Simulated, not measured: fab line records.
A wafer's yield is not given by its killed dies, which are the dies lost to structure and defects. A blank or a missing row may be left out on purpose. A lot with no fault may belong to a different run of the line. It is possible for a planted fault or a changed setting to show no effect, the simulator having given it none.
Comparing a struck lot with a sound one    flow n5Finfet    18 out of 1938 route steps
Sound: the wafers L437.2, L437.5, L437.6. Struck: wafers L441.2, L441.3 (left out: L441.4, a lot-mate that was not struck); the cause follows at the end.
Per side, at each step with rows, come the tool, then ch with its chambers, and then its first start. Under that, the readings that differ: sound wafers    struck wafers    difference of the means    sigmas: that difference in standard deviations of wafers without a fault.
alike: readings with means less than 2 such deviations apart, plus words and numbers identical on both sides. not compared: withheld readings, readings lacking a value on some wafer, bounds such as >300 that could conceal the same value, and numbers that have no deviation in the record and whose values overlap.
The two part at a step that has a row with sigmas, a row that says differs or no value, or rows on one side only. Numbers that don't overlap but have no deviation are shown without sigmas and don't part them. A reading missing from all wafers of one side parts the sides only when that side holds two or more wafers.

first, 6 steps without rows for these wafers: N5_BEOL_M5_COAT_22 (resist thk 30 nm); N5_BEOL_M5_EBR_24; N5_BEOL_M5_SOFTBAKE_23 (time 60 s); N5_BEOL_M5_EXPOSE_25 (exposes mask V4, defocus 10 nm); N5_BEOL_M5_PEB_26 (peb time 60 s); N5_BEOL_M5_DEVELOP_27 (develop time 30 s).
N5_BEOL_M5_CD_MEAS_28: target cd 30.6 nm, target cd y 20 nm.
  sound on cdSem-02 ch 0, day 9 12:47; struck on cdSem-03 ch 0, day 10 13:28
  alike: cdNm
N5_BEOL_M5_OVL_MEAS_29:
  sound on overlay-01 ch 0, day 9 12:49; struck on overlay-01 ch 0, day 10 13:30
  alike: V4_OVL
N5_BEOL_M5_INSPECT_30: inspects for defects (brightfield).
  sound: defectInspect-02 at day 9 12:52; struck: defectInspect-01 at day 10 13:33
  alike: rawDefectCount
N5_BEOL_M5_DESCUM_33: chemistry O2, time 7 s.
  sound on rieDiel-04 ch 0,1, day 9 12:58; struck on rieDiel-04 ch 0,1, day 10 13:40
  alike: drypumpMotorCurrentA, oesProductAu, rfVppV, showerheadPlenumPTorr, throttleValvePct
  not compared: rfHoursCounterH
N5_BEOL_M5_ETCH_75: etches underlayer in N2/H2, target depth 6.5 nm, time 5.2 s.
  sound on rieDiel-04 ch 0,1, day 9 13:01; struck on rieDiel-04 ch 0,1, day 10 13:41
  alike: drypumpMotorCurrentA, etchRfOnTimeS, oesProductAu, rfVppV, showerheadPlenumPTorr, throttleValvePct
  not compared: rfHoursCounterH
N5_BEOL_M5_ETCH_67: etches SiARC in CF4, target depth 15.6 nm, time 26 s.
  sound on rieDiel-04 ch 0,1, day 9 13:01; struck on rieDiel-04 ch 0,1, day 10 13:43
  alike: drypumpMotorCurrentA, etchRfOnTimeS, oesProductAu, rfVppV, showerheadPlenumPTorr, throttleValvePct
  not compared: rfHoursCounterH
N5_BEOL_M5_ETCH_68: etches SOC in N2/H2, target depth 80 nm, overetch 16 nm, time 120 s.
  sound on rieDiel-04 ch 0,1, day 9 13:03; struck on rieDiel-04 ch 0,1, day 10 13:44
reading                                    sound        struck   difference  sigmas
model.SiARC_of_BEOL_M5_COAT_66.thkNm (nm)  6.4 6.4 6.2  3.2 2.8  -3.3        
model.BEOL_M5.cdNm (nm)                    28 28.2 28   29 29.4  +1          
  alike: drypumpMotorCurrentA, oesProductAu, rfVppV, showerheadPlenumPTorr, throttleValvePct
  not compared: rfHoursCounterH
then, 2 steps without rows for these wafers: N5_BEOL_M5_STRIP_69 (strips in N2/H2); N5_BEOL_M5_STRIP_76 (strips in N2/H2).
N5_BEOL_M5_VIA_ETCH_34: etches SiCOH lowk in C4F6/O2, target depth 88.3 nm, time 39.2 s.
  sound on rieDiel-04 ch 0,1, day 9 13:09; struck on rieDiel-04 ch 0,1, day 10 13:50
reading                  sound       struck   difference  sigmas
model.BEOL_M5.cdNm (nm)  28 28.2 28  29 29.4  +1          
  alike: drypumpMotorCurrentA, oesProductAu, rfVppV, showerheadPlenumPTorr, throttleValvePct
  not compared: rfHoursCounterH
then, 2 steps without rows for these wafers: N5_BEOL_M5_STRIP_85 (strips in C4F6/O2); N5_PASSIVATION_PROBE_49.

## WHERE THEY PART
Nowhere in this record.

WHY: the cause the simulator had injected
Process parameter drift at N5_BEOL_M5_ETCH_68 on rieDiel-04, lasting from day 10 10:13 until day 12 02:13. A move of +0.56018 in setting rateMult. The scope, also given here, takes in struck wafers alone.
